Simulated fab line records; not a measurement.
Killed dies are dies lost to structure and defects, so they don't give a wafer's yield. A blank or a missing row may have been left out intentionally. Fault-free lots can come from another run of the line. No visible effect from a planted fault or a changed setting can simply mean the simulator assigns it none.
A struck lot beside a sound one || flow n5_finfet || 37 out of 1938 route steps
Sound: the wafers L972.3, L972.4, L972.5. Struck: wafers L962.1, L962.2, L962.5. The cause is given at the end.
Each step with rows lists, per side, the tool, then ch with its chambers, then its first start. Under that, the readings that differ: sound wafers || struck wafers || difference of the means || sigmas: that difference in standard deviations of wafers without a fault.
alike: a reading whose means differ by less than 2 such deviations, as well as words and numbers matching on both sides. not compared: withheld readings; readings where some wafer has no value; bounds like >300 that might hide an equal value; numbers whose values overlap and for which the record gives no deviation.
The two part at a step that has a row with sigmas, a row that says differs or no value, or rows on one side only. Numbers that have no deviation but don't overlap get no sigmas and don't part them. Lack of a reading on every wafer of one side parts them only where that side has two or more wafers.

first, 9 steps without rows for these wafers: N5_BEOL_M4_ANNEAL_95 (time 240 s); N5_BEOL_M4_SPUTTER_96 (material Cu, target thk 4.5 nm, time 8.29 s); N5_BEOL_M4_ECD_50 (material Cu, target thk 300 nm); N5_BEOL_M4_ANNEAL_51 (time 90 s); N5_BEOL_M4_CMP_52 (polishes, stops on SiOC, t overpolish 6.8 s, target thk 40 nm); N5_BEOL_M4_PRE_CLEAN_60 (time 15 s); N5_BEOL_M4_CO_CAP_55 (material Co, precursor CCTBA/H2, target thk 2 nm, time 102.1 s); N5_BEOL_M4_PRE_CLEAN_56 (time 15 s); N5_BEOL_M4_DEP_57 (deposits SiCN from 3MS/NH3, target thk 8 nm, time 14 s).
N5_BEOL_M4_RC_MEAS_101:
  sound on prober-01 ch 0, day 15 12:01; struck on prober-01 ch 0, day 14 02:55
  alike: DIBL_N, DIBL_P, IOFF_N, IOFF_P, ION_N, ION_P, SS_N, SS_P, VT_N, VT_P
then, 24 steps without rows for these wafers: N5_BEOL_M5_ILD_DEP_00 (deposits SiCOH lowk from DEMS/porogen, target thk 140.64 nm, time 25.9 s); N5_BEOL_M5_CURE_79 (cures SiCOH lowk, time 240 s); N5_BEOL_M5_PECVD_70 (deposits SiO2 from TEOS/O2, target thk 16 nm, time 18 s); N5_BEOL_M5_HM_DEP_02 (deposits TiN, target thk 20 nm); N5_BEOL_M5_COAT_59 (time 60 s, resist thk 60 nm); N5_BEOL_M5_COAT_60 (time 60 s, resist thk 12 nm); N5_BEOL_M5_COAT_71 (time 60 s, resist thk 5 nm); N5_BEOL_M5_COAT_05 (resist thk 30 nm); N5_BEOL_M5_EBR_07; N5_BEOL_M5_SOFTBAKE_06 (time 60 s); N5_BEOL_M5_EXPOSE_08 (exposes mask M5, target cd 28 nm); N5_BEOL_M5_PEB_09 (peb time 60 s); N5_BEOL_M5_DEVELOP_10 (develop time 30 s); N5_BEOL_M5_DESCUM_16 (chemistry O2, time 7 s); N5_BEOL_M5_ETCH_72 (etches underlayer in N2/H2, target depth 6.5 nm, time 5.2 s); N5_BEOL_M5_ETCH_61 (etches SiARC in CF4, target depth 15.6 nm, time 26 s); N5_BEOL_M5_ETCH_62 (etches SOC in N2/H2, target depth 75 nm, overetch 15 nm, time 112.5 s); N5_BEOL_M5_STRIP_63 (strips in N2/H2); N5_BEOL_M5_STRIP_73 (strips in N2/H2); N5_BEOL_M5_STRIP_64 (strips in CF4); N5_BEOL_M5_HM_OPEN_17 (chemistry Cl2/BCl3, target TiN, target depth 20 nm, overetch 6 nm); N5_BEOL_M5_STRIP_19 (strips in O2); N5_BEOL_M5_COAT_65 (time 60 s, resist thk 60 nm); N5_BEOL_M5_COAT_66 (time 60 s, resist thk 12 nm).
-- a jump in the record: the struck wafers' starts before and after are 4 days apart (it breaks off in module BEOL_M5 and resumes in module BEOL_M15, where the first step shown is number 1779 of the route) --
N5_BEOL_M15_EXPOSE_07: exposes mask V14.
  sound on krf_scanner-01 ch 0, day 19 04:13; struck on krf_scanner-02 ch 0, day 17 16:10
  alike: mask
N5_BEOL_M15_CD_MEAS_10: the cd target is 360 nm.
  sound on cd_sem-03 ch 0, day 19 04:23; struck on cd_sem-01 ch 0, day 17 16:20
{"reading": "cd_nm (nm)", "sound": "360.1 359.7 358.6", "struck": "409.9 409.0 409.1", "difference": "+49.9", "sigmas": "+45"}
N5_PASSIVATION_PROBE_49:
  record: rows for the struck wafers here (prober-02, day 18 18:51), none for the sound ones

## WHERE THEY PART
First at N5_BEOL_M15_CD_MEAS_10; last, within this record, at N5_PASSIVATION_PROBE_49.

WHY: what the simulator had put in
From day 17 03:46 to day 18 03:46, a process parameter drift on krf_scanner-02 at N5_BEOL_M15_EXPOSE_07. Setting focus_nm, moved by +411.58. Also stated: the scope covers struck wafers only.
